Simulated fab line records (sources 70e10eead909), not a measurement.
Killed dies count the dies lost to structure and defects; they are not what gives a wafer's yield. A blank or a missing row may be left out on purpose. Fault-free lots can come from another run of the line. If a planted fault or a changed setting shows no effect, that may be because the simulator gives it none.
fab line records	flow nandHarc	part 1 of 2: steps 1 to 23 of 29
record lots=5	wafers=15	lastDay=24
route steps=1159 shown A_STAIRCASE@530
lots that met no fault: taken from a fault-free run of the same line
startH: hours from the record's opening day to when the first of the lot's shown wafers began	waitH: hours since the lot's step before	" identical to the entry in the row above	L1.1+2: several wafers, shown together as one row	- either no value or no given start	* or withheld: withheld	< > ~ a bound
route shown NAME@n: names a module that has steps shown in the file, with the first one's number in the route	usual: average and standard deviation across the fault-free wafers	same: alike in all rows	chamber/n: place in a boat	sites: each site's reading	_std_site: standard deviation across them	_edge_site: mean of outer sites minus mean of inner sites	radiusMm: for every site, how far away it sits from the centre of the wafer	mask NAME#n: copy n	behind: the last tool/chamber to shape the wafer	hold: cause of the lot's hold/its duration in hours/its outcome	device: names the non-switching transistor (n, p or np)	end of line: the tests these same wafers got at the end of their route	a step with no rows: only its recipe	killed: at the first sort, the dies lost to defects and structure; wafer yield is something else	map: the dies of a wafer, with x for killed, . for not killed, _ for no die there
set.NAME: the run value of the setting; set.NAME@STEP: its run value at that earlier step	model.NAME: the simulator's own value behind a step, which no gauge read
lots at selected steps of the route; one table per step, one row per wafer
services: from which hour (startH, from the record's first day; less than 0 if before it) a tool's chamber was out of use, for how many hours, and why
## steps
# step NHARC_A_STAIRCASE_DESCUM_168
# recipe timeS=3	o2FlowSccm=200	arFlowSccm=0	biasPowerW=0	chemistry=O2
# usual drypumpMotorCurrentA=5.6/0.42	oesProductAu=0.999/0.0094	rfVppV=58.0/0.91	showerheadPlenumPTorr=1.96/0.079	throttleValvePct=11.311/0.01
lot.wafer	tool	chamber	startH	waitH	drypumpMotorCurrentA	oesProductAu	rfHoursCounterH	rfVppV	showerheadPlenumPTorr	throttleValvePct
L080.1	rieDiel-10	0	271.34	-	5.4	1.003	33	56.4	1.94	11.319
L080.4	"	0	"	"	5.4	1.005	-	57.0	1.94	11.322
L080.6	"	1	"	"	5.4	1.002	-	57.7	1.99	11.312
L089.2	rieDiel-09	0	340.21	-	5.4	1.009	20	58.7	2.07	11.300
L089.3	"	2	"	"	6.4	1.014	27	57.1	1.97	11.309
L089.1	"	3	"	"	5.4	0.996	27	57.9	1.93	11.306
L093.1	rieDiel-09	2	344.42	-	6.4	0.994	29	58.9	1.97	11.317
L093.4	"	3	"	"	5.4	0.994	29	57.7	1.93	11.307
L093.3	"	1	"	"	5.0	0.992	27	58.2	1.82	11.296
L095.1	rieDiel-09	1	364.71	-	5.0	0.997	34	57.3	1.82	11.320
L095.6	"	2	"	"	6.4	0.985	-	59.4	1.97	11.303
L095.5	"	3	"	"	5.3	0.984	-	59.0	1.93	11.301
L097.1	rieDiel-09	3	372.79	-	5.4	0.996	42	57.3	1.93	11.306
L097.3	"	0	"	"	5.4	1.004	35	58.0	2.06	11.318
L097.2	"	1	"	"	5.0	1.000	36	57.1	1.82	11.311
# step NHARC_A_STAIRCASE_ETCH_169
# recipe targetDepthA=500	timeS=107.1	ionEnergyEv=120	ch3fFlowSccm=50	o2FlowSccm=30	arFlowSccm=200	rfW=500	biasW=100	chemistry=CH3F/O2
# usual drypumpMotorCurrentA=5.6/0.42	oesProductAu=0.959/0.021	rfVppV=244.9/1.7	showerheadPlenumPTorr=2.51/0.098	throttleValvePct=20.663/0.009
lot.wafer	tool	chamber	startH	waitH	drypumpMotorCurrentA	oesProductAu	rfHoursCounterH	rfVppV	showerheadPlenumPTorr	throttleValvePct
L080.1	rieDiel-10	1	271.45	0.1	5.4	0.966	34	244.9	2.56	20.665
L080.6	"	1	"	"	5.4	0.960	-	246.8	2.56	20.654
L080.4	"	2	"	"	5.7	0.951	-	241.2	2.30	20.670
L089.1	rieDiel-09	2	340.40	0.2	6.4	0.952	27	245.8	2.53	20.655
L089.2	"	0	"	"	5.4	0.961	20	247.0	2.65	20.642
L089.3	"	1	"	"	5.0	0.949	25	241.8	2.35	20.665
L093.3	rieDiel-09	1	344.50	0.1	5.0	0.980	27	242.9	2.35	20.675
L093.4	"	2	"	"	6.4	0.968	29	245.8	2.53	20.663
L093.1	"	0	"	"	5.4	0.982	22	248.1	2.65	20.654
L095.1	rieDiel-09	1	364.77	0.1	5.0	0.984	34	243.7	2.34	20.664
L095.6	"	0	"	"	5.4	0.987	-	247.9	2.65	20.671
L095.5	"	1	"	"	5.0	0.974	-	243.6	2.34	20.659
L097.2	rieDiel-09	3	372.88	0.1	5.4	0.958	42	244.7	2.48	20.659
L097.3	"	0	"	"	5.4	0.968	35	246.2	2.65	20.670
L097.1	"	1	"	"	5.0	0.974	36	241.3	2.34	20.653
# step NHARC_A_STAIRCASE_ETCH_170
# recipe targetDepthA=2000	timeS=66.667	ionEnergyEv=250	c4f6FlowSccm=25	o2FlowSccm=20	arFlowSccm=500	rfW=600	biasW=500	chemistry=C4F6/O2
# usual drypumpMotorCurrentA=5.6/0.43	oesProductAu=0.971/0.016	rfVppV=548/3.1	showerheadPlenumPTorr=4.00/0.15	throttleValvePct=26.903/0.0098
lot.wafer	tool	chamber	startH	waitH	drypumpMotorCurrentA	oesProductAu	rfHoursCounterH	rfVppV	showerheadPlenumPTorr	throttleValvePct
L080.1	rieDiel-10	1	-	-	5.4	0.976	34	549	4.07	26.915
L080.6	"	2	"	"	5.7	0.965	-	542	3.69	26.915
L080.4	"	0	"	"	5.3	0.980	-	547	3.97	26.904
L089.3	rieDiel-09	1	-	-	5.0	0.970	25	542	3.76	26.900
L089.1	"	2	"	"	6.4	0.968	27	548	4.03	26.905
L089.2	"	3	"	"	5.4	0.965	27	548	3.96	26.901
L093.3	rieDiel-09	3	-	-	5.4	0.968	29	548	3.96	26.903
L093.4	"	1	"	"	5.0	0.975	27	545	3.75	26.917
L093.1	"	2	"	"	6.4	0.968	29	548	4.03	26.916
L095.1	rieDiel-09	3	-	-	5.4	0.954	39	547	3.95	26.915
L095.6	"	1	"	"	5.0	0.969	-	541	3.75	26.896
L095.5	"	2	"	"	6.4	0.957	-	549	4.02	26.908
L097.2	rieDiel-09	3	-	-	5.3	0.971	42	547	3.95	26.903
L097.1	"	1	"	"	5.0	0.979	36	544	3.75	26.906
L097.3	"	2	"	"	6.4	0.968	43	549	4.02	26.915
# step NHARC_A_STAIRCASE_STRIP_171
# recipe powerW=1500	tempC=250	chemistry=O2
# usual drypumpMotorCurrentA=5.8/0.65	heaterPowerW=329/33	rfReflPowerW=22/6.8
lot.wafer	tool	chamber	startH	waitH	drypumpMotorCurrentA	heaterPowerW	rfHoursCounterH	rfReflPowerW
L080.1	plasmaAsher-02	1	271.82	-	5.0	292	25	21
L080.4	"	1	"	"	5.0	298	-	20
L080.6	"	1	"	"	5.0	289	-	21
L089.2	plasmaAsher-02	0	340.64	-	6.6	310	52	32
L089.1	"	1	"	"	5.0	295	52	21
L089.3	"	0	"	"	6.6	325	-	32
L093.1	plasmaAsher-01	1	344.85	-	6.1	315	19	19
L093.3	"	0	"	"	5.5	381	-	14
L093.4	"	1	"	"	6.1	325	-	19
L095.1	plasmaAsher-01	1	366.17	-	6.1	326	30	19
L095.5	"	1	"	"	6.0	330	-	17
L095.6	"	0	"	"	5.5	390	-	13
L097.1	plasmaAsher-01	0	373.11	-	5.6	398	32	13
L097.2	"	1	"	"	6.1	327	32	20
L097.3	"	1	"	"	6.1	322	-	18
# step NHARC_A_STAIRCASE_STRIP_172
# recipe timeS=900	tempC=130	chemistry=SPM
# usual bathHeatDutyPct=14.5/1.4
lot.wafer	tool	chamber	startH	waitH	bathHeatDutyPct
L080.6	wetBench-05	4	272.13	0.1	11.4
L080.4	"	5	"	"	12.4
L080.1	"	0	"	"	12.8
L089.2	wetBench-03	5	341.00	0.3	11.9
L089.1	"	6	"	"	16.5
L089.3	"	1	"	"	15.2
L093.4	wetBench-05	2	345.15	0.2	12.0
L093.3	"	3	"	"	14.1
L093.1	"	7	"	"	14.4
L095.1	wetBench-03	6	366.52	0.3	15.9
L095.5	"	7	"	"	15.9
L095.6	"	0	"	"	15.6
L097.1	wetBench-09	7	373.46	0.3	15.9
L097.2	"	2	"	"	13.9
L097.3	"	4	"	"	13.9
# step NHARC_A_STAIRCASE_PRECLEAN_173
# recipe timeS=*	tempC=50	bathAgeMin=0	chemistry=SC1
# usual bathHeatDutyPct=7.0/0.93
lot.wafer	tool	chamber	startH	waitH	bathHeatDutyPct
L080.6	wetBench-05	4	-	-	6.1
L080.4	"	5	"	"	5.7
L080.1	"	0	"	"	6.6
L089.2	wetBench-03	5	-	-	5.8
L089.1	"	6	"	"	7.9
L089.3	"	1	"	"	7.9
L093.4	wetBench-05	2	-	-	5.4
L093.3	"	3	"	"	6.9
L093.1	"	7	"	"	7.7
L095.1	wetBench-03	6	-	-	8.7
L095.5	"	7	"	"	7.0
L095.6	"	0	"	"	6.7
L097.1	wetBench-09	7	-	-	7.9
L097.2	"	2	"	"	7.3
L097.3	"	4	"	"	7.7
# step NHARC_A_STAIRCASE_SRD_174
lot.wafer	tool	chamber	startH	waitH
L080.6+4+1	wetBench-05	4,5,0	-	-
L089.2+1+3	wetBench-03	5,6,1	-	-
L093.4+3+1	wetBench-05	2,3,7	-	-
L095.1+5+6	wetBench-03	6,7,0	-	-
L097.1+2+3	wetBench-09	7,2,4	-	-
# step NHARC_A_STAIRCASE_DEHYDRATE_01
# recipe tempC=150	timeS=120
lot.wafer	tool	chamber	startH	waitH
L080.1+4+6	lithoTrack-07	0	272.59	-
L089.1+2+3	lithoTrack-07	0	341.44	-
L093.1+3+4	lithoTrack-07	0	345.61	-
L095.1+5+6	lithoTrack-05	0	367.00	-
L097.1+2+3	lithoTrack-05	0	373.91	-
# step NHARC_A_STAIRCASE_HMDS_02
# recipe timeS=30
lot.wafer	tool	chamber	startH	waitH
L080.1+4+6	lithoTrack-07	0	-	-
L089.1+2+3	lithoTrack-07	0	-	-
L093.1+3+4	lithoTrack-07	0	-	-
L095.1+5+6	lithoTrack-05	0	-	-
L097.1+2+3	lithoTrack-05	0	-	-
# step NHARC_A_STAIRCASE_COAT_03
# recipe spinRpm=1200
lot.wafer	tool	chamber	startH	waitH
L080.1+4+6	lithoTrack-07	0	-	-
L089.1+2+3	lithoTrack-07	0	-	-
L093.1+3+4	lithoTrack-07	0	-	-
L095.1+5+6	lithoTrack-05	0	-	-
L097.1+2+3	lithoTrack-05	0	-	-
# step NHARC_A_STAIRCASE_SOFTBAKE_04
# recipe tempC=135	timeS=170
lot.wafer	tool	chamber	startH	waitH
L080.1+4+6	lithoTrack-07	0	-	-
L089.1+2+3	lithoTrack-07	0	-	-
L093.1+3+4	lithoTrack-07	0	-	-
L095.1+5+6	lithoTrack-05	0	-	-
L097.1+2+3	lithoTrack-05	0	-	-
# step NHARC_A_STAIRCASE_EBR_05
lot.wafer	tool	chamber	startH	waitH
L080.1+4+6	lithoTrack-07	0	-	-
L089.1+2+3	lithoTrack-07	0	-	-
L093.1+3+4	lithoTrack-07	0	-	-
L095.1+5+6	lithoTrack-05	0	-	-
L097.1+2+3	lithoTrack-05	0	-	-
# step NHARC_A_STAIRCASE_EXPOSE_06
# recipe na=0.5	doseMj=25.43	maskId=STAIR
lot.wafer	tool	chamber	startH	waitH	mask
L080.1+4+6	krfScanner-01	0	272.92	-	STAIR#0
L089.1+2+3	krfScanner-02	0	341.65	-	STAIR#0
L093.1+3+4	krfScanner-03	0	345.94	-	STAIR#0
L095.1+5+6	krfScanner-03	0	367.21	-	STAIR#0
L097.1+2+3	krfScanner-03	0	374.24	-	STAIR#0
# step NHARC_A_STAIRCASE_PEB_07
# recipe pebTempC=115	pebTimeS=130
lot.wafer	tool	chamber	startH	waitH
L080.1+4+6	lithoTrack-05	0	272.99	0.1
L089.1+2+3	lithoTrack-07	0	341.71	0.1
L093.1+3+4	lithoTrack-07	0	346.01	0.1
L095.1+5+6	lithoTrack-05	0	367.27	0.1
L097.1+2+3	lithoTrack-02	0	374.31	0.1
# step NHARC_A_STAIRCASE_DEVELOP_08
# recipe timeS=140
lot.wafer	tool	chamber	startH	waitH
L080.1+4+6	lithoTrack-05	0	-	-
L089.1+2+3	lithoTrack-07	0	-	-
L093.1+3+4	lithoTrack-07	0	-	-
L095.1+5+6	lithoTrack-05	0	-	-
L097.1+2+3	lithoTrack-02	0	-	-
# step NHARC_A_STAIRCASE_HARDBAKE_10
# recipe tempC=120	timeS=140
lot.wafer	tool	chamber	startH	waitH
L080.1+4+6	lithoTrack-07	0	273.20	-
L089.1+2+3	lithoTrack-07	0	341.93	-
L093.1+3+4	lithoTrack-07	0	346.22	-
L095.1+5+6	lithoTrack-05	0	367.49	-
L097.1+2+3	lithoTrack-05	0	374.52	-
# step NHARC_A_STAIRCASE_DESCUM_11
# recipe timeS=3	o2FlowSccm=200	arFlowSccm=0	biasPowerW=0	chemistry=O2
# usual drypumpMotorCurrentA=5.6/0.41	oesProductAu=1.000/0.009	rfVppV=58.0/0.89	showerheadPlenumPTorr=1.95/0.079	throttleValvePct=11.310/0.0091
lot.wafer	tool	chamber	startH	waitH	drypumpMotorCurrentA	oesProductAu	rfHoursCounterH	rfVppV	showerheadPlenumPTorr	throttleValvePct
L080.1	rieDiel-07	3	273.30	-	6.4	0.990	10	60.1	1.99	11.304
L080.4	"	0	"	"	5.5	1.009	10	58.1	1.93	11.308
L080.6	"	0	"	"	5.5	1.009	-	57.5	1.93	11.312
L089.3	rieDiel-07	2	342.02	-	5.2	0.984	33	57.3	2.04	11.295
L089.2	"	3	"	"	6.4	0.994	34	58.8	1.98	11.290
L089.1	"	0	"	"	5.5	0.995	33	57.7	1.92	11.316
L093.3	rieDiel-10	0	346.32	-	5.3	1.018	57	57.0	1.93	11.314
L093.4	"	2	"	"	5.7	0.991	57	58.3	1.78	11.317
L093.1	"	3	"	"	5.4	1.009	52	58.6	1.94	11.326
L095.1	rieDiel-10	0	367.61	-	5.3	1.016	1	58.6	1.93	11.316
L095.5	"	1	"	"	5.4	0.999	-	58.3	1.99	11.320
L095.6	"	2	"	"	5.7	1.000	-	57.6	1.78	11.312
L097.2	rieDiel-10	2	374.62	-	5.7	1.004	4	57.8	1.78	11.319
L097.3	"	0	"	"	5.4	1.015	3	58.7	1.93	11.314
L097.1	"	1	"	"	5.3	1.004	4	55.9	1.98	11.305
# step NHARC_A_STAIRCASE_TRIM_12
# recipe timeS=211.2	o2FlowSccm=500	arFlowSccm=0	biasW=0	chemistry=O2
# usual drypumpMotorCurrentA=5.6/0.41	oesProductAu=1.001/0.0088	rfVppV=58.0/0.94	showerheadPlenumPTorr=3.60/0.13	throttleValvePct=17.037/0.0081
lot.wafer	tool	chamber	startH	waitH	drypumpMotorCurrentA	oesProductAu	rfHoursCounterH	rfVppV	showerheadPlenumPTorr	throttleValvePct
L080.1	rieDiel-07	0	273.40	0.1	5.5	1.001	10	59.9	3.56	17.033
L080.4	"	2	"	"	5.2	0.982	10	58.0	3.76	17.041
L080.6	"	3	"	"	6.4	0.992	-	57.5	3.65	17.030
L089.1	rieDiel-07	3	342.12	0.1	6.5	0.995	34	58.2	3.64	17.034
L089.3	"	0	"	"	5.5	1.000	33	57.5	3.54	17.039
L089.2	"	1	"	"	5.7	1.002	31	58.5	3.67	17.040
L093.3	rieDiel-10	2	346.48	0.2	5.7	1.011	57	57.0	3.30	17.035
L093.1	"	3	"	"	5.5	1.008	53	58.2	3.58	17.031
L093.4	"	1	"	"	5.4	1.010	57	58.3	3.65	17.038
L095.1	rieDiel-10	0	367.71	0.1	5.4	1.030	1	57.7	3.55	17.041
L095.6	"	1	"	"	5.4	1.010	-	58.8	3.65	17.042
L095.5	"	2	"	"	5.7	0.999	-	57.6	3.30	17.040
L097.2	rieDiel-10	0	374.70	0.1	5.4	1.018	3	58.6	3.55	17.036
L097.1	"	1	"	"	5.4	1.011	4	58.4	3.65	17.044
L097.3	"	2	"	"	5.7	1.002	4	58.0	3.30	17.041
# step NHARC_A_STAIRCASE_ETCH_13
# recipe targetDepthA=1000	timeS=40.5	ionEnergyEv=400	c4f8FlowSccm=20	o2FlowSccm=10	arFlowSccm=withheld	rfW=600	biasW=1000	chemistry=C4F8/O2
# usual oesProductAu=0.939/0.015	rfVppV=898/5
lot.wafer	tool	chamber	startH	waitH	oesProductAu	rfHoursCounterH	rfVppV
L080.4	rieDiel-07	2	-	-	0.961	10	904
L080.1	"	3	"	"	0.945	10	899
L080.6	"	1	"	"	0.963	-	902
L089.3	rieDiel-07	0	-	-	0.923	33	896
L089.2	"	1	"	"	0.927	31	903
L089.1	"	2	"	"	0.907	33	904
L093.4	rieDiel-10	3	-	-	0.931	53	899
L093.1	"	0	"	"	0.934	57	896
L093.3	"	1	"	"	0.933	57	901
L095.1	rieDiel-10	3	-	-	0.973	1	898
L095.5	"	3	"	"	0.970	-	898
L095.6	"	0	"	"	0.982	-	896
L097.1	rieDiel-10	3	-	-	0.965	4	900
L097.2	"	1	"	"	0.959	4	900
L097.3	"	2	"	"	0.943	4	887
# step NHARC_A_STAIRCASE_TRIM_14
# recipe timeS=211.2	o2FlowSccm=500	arFlowSccm=0	biasW=0	chemistry=O2
# usual drypumpMotorCurrentA=5.6/0.41	oesProductAu=1.002/0.0089	rfVppV=58.0/0.9	showerheadPlenumPTorr=3.60/0.14	throttleValvePct=17.036/0.0097
lot.wafer	tool	chamber	startH	waitH	drypumpMotorCurrentA	oesProductAu	rfHoursCounterH	rfVppV	showerheadPlenumPTorr	throttleValvePct
L080.4	rieDiel-07	3	-	-	6.5	1.003	10	58.6	3.65	17.042
L080.1	"	0	"	"	5.5	1.024	10	58.9	3.56	17.042
L080.6	"	2	"	"	5.2	0.991	-	57.9	3.77	17.044
L089.3	rieDiel-07	3	-	-	6.4	0.992	34	57.0	3.64	17.026
L089.2	"	0	"	"	5.5	0.999	33	56.6	3.54	17.047
L089.1	"	1	"	"	5.7	1.001	31	57.3	3.67	17.024
L093.3	rieDiel-10	3	-	-	5.4	1.004	53	57.2	3.58	17.023
L093.4	"	0	"	"	5.4	1.007	58	56.1	3.55	17.025
L093.1	"	1	"	"	5.4	1.005	57	58.5	3.65	17.010
L095.1	rieDiel-10	3	-	-	5.4	1.006	1	57.0	3.58	17.043
L095.6	"	1	"	"	5.4	1.006	-	57.4	3.65	17.044
L095.5	"	2	"	"	5.8	1.001	-	57.8	3.30	17.033
L097.2	rieDiel-10	3	-	-	5.4	1.001	4	57.0	3.57	17.036
L097.1	"	1	"	"	5.4	1.004	4	57.8	3.65	17.029
L097.3	"	2	"	"	5.8	1.007	5	57.0	3.30	17.050
# step NHARC_A_STAIRCASE_ETCH_15
# recipe targetDepthA=1000	timeS=40.5	ionEnergyEv=400	c4f8FlowSccm=20	o2FlowSccm=10	arFlowSccm=withheld	rfW=600	biasW=1000	chemistry=C4F8/O2
# usual oesProductAu=0.941/0.011	rfVppV=898/5.1
lot.wafer	tool	chamber	startH	waitH	oesProductAu	rfHoursCounterH	rfVppV
L080.1	rieDiel-07	1	-	-	0.940	10	901
L080.4	"	2	"	"	0.943	10	906
L080.6	"	1	"	"	0.939	-	901
L089.1	rieDiel-07	0	-	-	0.940	33	894
L089.3	"	1	"	"	0.948	31	901
L089.2	"	2	"	"	0.933	33	904
L093.1	rieDiel-10	2	-	-	0.933	57	887
L093.3	"	0	"	"	0.934	58	896
L093.4	"	1	"	"	0.933	57	900
L095.1	rieDiel-10	1	-	-	0.942	2	901
L095.5	"	3	"	"	0.946	-	897
L095.6	"	0	"	"	0.970	-	896
L097.2	rieDiel-10	3	-	-	0.956	4	898
L097.3	"	0	"	"	0.953	3	897
L097.1	"	1	"	"	0.952	4	901
# step NHARC_A_STAIRCASE_TRIM_16
# recipe timeS=211.2	o2FlowSccm=500	arFlowSccm=0	biasW=0	chemistry=O2
# usual drypumpMotorCurrentA=5.6/0.43	oesProductAu=1.001/0.009	rfVppV=57.8/0.84	showerheadPlenumPTorr=3.59/0.13	throttleValvePct=17.035/0.0088
lot.wafer	tool	chamber	startH	waitH	drypumpMotorCurrentA	oesProductAu	rfHoursCounterH	rfVppV	showerheadPlenumPTorr	throttleValvePct
L080.4	rieDiel-07	2	-	-	5.2	0.998	10	58.8	3.77	17.056
L080.1	"	1	"	"	5.6	1.000	10	58.0	3.69	17.049
L080.6	"	2	"	"	5.2	0.995	-	58.0	3.77	17.037
L089.3	rieDiel-07	3	-	-	6.4	0.999	34	57.5	3.64	17.040
L089.2	"	0	"	"	5.5	0.993	33	57.6	3.54	17.037
L089.1	"	1	"	"	5.6	1.013	31	58.2	3.67	17.023
L093.1	rieDiel-10	2	-	-	5.7	0.998	58	56.4	3.30	17.058
L093.3	"	3	"	"	5.4	1.019	53	58.8	3.58	17.027
L093.4	"	0	"	"	5.3	1.014	58	58.8	3.55	17.029
L095.1	rieDiel-10	0	-	-	5.4	1.021	1	56.3	3.55	17.038
L095.6	"	0	"	"	5.4	1.013	-	57.4	3.55	17.042
L095.5	"	1	"	"	5.4	1.000	-	58.2	3.65	17.042
L097.1	rieDiel-10	3	-	-	5.4	1.003	4	57.0	3.58	17.039
L097.2	"	0	"	"	5.3	1.005	3	56.9	3.55	17.025
L097.3	"	2	"	"	5.7	0.989	5	56.6	3.30	17.028
# step NHARC_A_STAIRCASE_ETCH_17
# recipe targetDepthA=1000	timeS=40.5	ionEnergyEv=400	c4f8FlowSccm=20	o2FlowSccm=10	arFlowSccm=withheld	rfW=600	biasW=1000	chemistry=C4F8/O2
# usual oesProductAu=0.941/0.011	rfVppV=898/5
lot.wafer	tool	chamber	startH	waitH	oesProductAu	rfHoursCounterH	rfVppV
L080.1	rieDiel-07	0	-	-	0.949	10	896
L080.4	"	2	"	"	0.930	10	904
L080.6	"	1	"	"	0.940	-	901
L089.2	rieDiel-07	3	-	-	0.937	34	900
L089.3	"	1	"	"	0.944	31	902
L089.1	"	2	"	"	0.934	33	903
L093.4	rieDiel-10	2	-	-	0.923	58	888
L093.3	"	3	"	"	0.938	54	899
L093.1	"	0	"	"	0.939	58	897
L095.1	rieDiel-10	2	-	-	0.935	2	888
L095.6	"	3	"	"	0.957	-	898
L095.5	"	0	"	"	0.960	-	895
L097.1	rieDiel-10	2	-	-	0.941	5	886
L097.2	"	3	"	"	0.955	4	898
L097.3	"	0	"	"	0.968	4	896
